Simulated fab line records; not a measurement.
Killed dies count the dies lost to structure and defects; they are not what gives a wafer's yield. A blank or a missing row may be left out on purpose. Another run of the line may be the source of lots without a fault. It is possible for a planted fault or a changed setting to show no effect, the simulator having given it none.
Chamber matching ; flow n5 finfet ; N5_BEOL_M5_DEP_56 on pecvd-04: 3 sister chambers
The step deposits SiCN from 3MS/NH3, target thk 8 nm, time 14 s. 16 wafers are shown with their chamber, then 8 later ones without.

== WAFERS PAIRED WITH THEIR CHAMBERS ==
wafer;chamber;throttle valve pct (%);showerhead plenum p Torr (Torr)
L077.1;0;9.2;3.659
L077.3;0;8.9;3.659
L077.5;0;9.0;3.675
L080.1;1;9.8;3.663
L080.2;0;9.0;3.675
L080.3;1;9.9;3.658
L080.4;0;8.9;3.665
L080.5;1;9.6;3.657
L080.6;0;8.7;3.661
L083.1;0;9.1;3.679
L083.3;1;9.9;3.659
L083.4;1;10.0;3.660
L088.1;2;8.4;3.682
L088.2;1;9.6;3.666
L088.3;0;9.0;3.671
L088.4;0;9.0;3.665

SIGNATURES, as means of the wafers listed above
reading;chamber 0;chamber 1;chamber 2;scatter within a chamber
throttle valve pct;8.978;9.800;8.400;0.151
showerhead plenum p Torr;3.66767;3.66050;3.68200;0.00628
Rule: a wafer lies at a distance from a chamber equal to the root of the sum of squares, over the readings, of (its reading less the chamber's mean, divided by the reading's scatter). The wafer belongs to the nearest chamber; if the next one is less than 2 further off, it can't be placed. The scatter: the root of (the sum of the squares of (reading less its chamber's mean) over the shown wafers, divided by (wafers less chambers)).

== WAFERS WHOSE CHAMBER IS MISSING ==
wafer;throttle valve pct (%);showerhead plenum p Torr (Torr)
L088.5;9.8;3.658
L088.6;8.6;3.689
L096.2;8.5;3.678
L096.5;8.2;3.675
L096.6;10.1;3.656
L097.4;8.5;3.682
L097.5;8.5;3.686
L097.6;9.9;3.662

== THE CHAMBER EACH PASSED THROUGH ==
wafer;from the rows above;in truth
L088.5;1;1
L088.6;2;2
L096.2;2;2
L096.5;2;2
L096.6;1;1
L097.4;2;2
L097.5;2;2
L097.6;1;1
8 of 8 placed correctly. Can't be placed from these rows: 0. Number placed wrongly: 0.
